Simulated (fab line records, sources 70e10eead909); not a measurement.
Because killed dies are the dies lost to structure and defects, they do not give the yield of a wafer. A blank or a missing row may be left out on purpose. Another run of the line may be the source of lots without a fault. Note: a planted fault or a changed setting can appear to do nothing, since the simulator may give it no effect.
Matching of chambers ; flow nand-harc ; 4 sister chambers for NHARC_A_CHANNEL_HOLE_D2_ETCH_34 on rie-diel-12
The step etches the open film in CF4/CHF3, target depth 154 nm, time 77 s. 4 wafers are shown with their chamber, then 8 later ones without.

WAFERS, EACH WITH ITS CHAMBER
wafer;chamber;drypump-motor-current-A (A)
L896.3;3;6.3
L896.5;2;5.3
L896.6;1;5.2
L897.1;0;5.4

WAFERS WITHOUT THEIR CHAMBER
wafer;drypump-motor-current-A (A)
L897.2;5.3
L897.3;5.2
L898.1;5.4
L898.2;6.3
L898.6;5.4
L906.1;5.4
L906.3;5.2
L906.4;6.2

WHICH CHAMBER EACH WENT THROUGH
wafer;from the rows above;in truth
L897.2;2;2
L897.3;1;1
L898.1;0;0
L898.2;3;3
L898.6;0;0
L906.1;0;0
L906.3;1;1
L906.4;3;3
Correct placement for 8 of the 8. Number that these rows cannot place: 0. Placed wrongly: 0.
How it was worked out, from the rows above alone: a wafer's distance from a chamber is the root of the sum, over the readings, of the square of ((its reading less the chamber's mean) divided by the reading's scatter). If the next closest chamber is less than 2 further off than the closest, the wafer can't be placed; otherwise it belongs to the closest. A chamber's mean is the mean of its shown wafers. The scatter: root of mean squared gap, hidden wafer to nearest shown wafer, with one shown wafer a chamber.
